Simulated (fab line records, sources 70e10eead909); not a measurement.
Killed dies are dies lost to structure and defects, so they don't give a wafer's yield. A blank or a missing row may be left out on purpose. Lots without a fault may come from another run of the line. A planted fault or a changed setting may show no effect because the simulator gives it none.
Which tool did it? | flow nand_harc | 6 lots, 18 wafers sampled, at 4 steps of a route of 1159

WHAT THE GAUGES READ, wafer by wafer
NHARC_A_SGD_CUT_OVL_MEAS_10.
lot  | measured     | on         | overlay_x_nm (nm)
L271 | day 14 07:29 | overlay-01 | -1.0 -0.9 -0.7
L279 | day 16 03:58 | overlay-01 | -1.2 -1.4 -1.5
L281 | day 16 23:37 | overlay-02 | -1.4 -1.2 -1.3
L291 | day 19 00:34 | overlay-01 | 0.6 0.1 -0.6
L292 | day 19 06:47 | overlay-02 | 0.8 0.5 0.3

WHICH TOOL RAN EACH LOT (tool, then ch and the chambers of the sampled wafers, then the start)
lot  | NHARC_A_STAIRCASE_STRIP_316                   | NHARC_A_STAIRCASE_DEP_417       | NHARC_A_STAIRCASE_CMP_472
L271 | rie_diel-06 ch 0,1,3, day 12 08:15 or earlier | pecvd-03 ch 0,1,2, day 12 08:15 | cmp-02 ch 1,2,3, day 14 06:16
L279 | rie_diel-13 ch 1,2, day 14 08:40 or earlier   | pecvd-02 ch 1,2, day 14 08:40   | cmp-03 ch 0,2,3, day 16 02:49
L281 | rie_diel-06 ch 0,1,2, day 15 04:03 or earlier | pecvd-04 ch 0,2, day 15 04:03   | cmp-03 ch 1,2,3, day 16 22:33
L287 | rie_diel-06 ch 1,2, day 15 20:08 or earlier   | pecvd-04 ch 0,1,2, day 15 20:08 | cmp-03 ch 0,1,2, day 17 17:12
L291 | rie_diel-07 ch 0,3, day 17 04:42 or earlier   | pecvd-03 ch 0,1,2, day 17 04:42 | cmp-03 ch 0,3, day 18 23:20
L292 | rie_diel-06 ch 0,1,2, day 17 09:29 or earlier | pecvd-03 ch 0,1,2, day 17 09:29 | cmp-03 ch 0,2,3, day 19 05:44
- NHARC_A_STAIRCASE_STRIP_316: strips in O2.
- NHARC_A_STAIRCASE_DEP_417: deposits Si3N4, target thk 60 nm.
- NHARC_A_STAIRCASE_CMP_472: polishes SiO2.

THE ANSWER, worked out from the rows above alone
Rule: what is usual is taken from the lots themselves. Put in order of their means at a reading, lots are off if they are a third of the lots or fewer, leave a main group of 4 or more, and stand apart from it by a gap of 3 or more times the standard deviation of the main group's means; of several such gaps the widest counts. A main group whose means are all the same, to the digits that the tables above print for the reading, isn't used. A lot without any number at a reading at which 4 lots or more have one is off too. The other lots that the step has rows for count as sound.
No lot is off at any reading shown: from this, nothing can be told.

WHAT THE SIMULATOR HAD PUT IN
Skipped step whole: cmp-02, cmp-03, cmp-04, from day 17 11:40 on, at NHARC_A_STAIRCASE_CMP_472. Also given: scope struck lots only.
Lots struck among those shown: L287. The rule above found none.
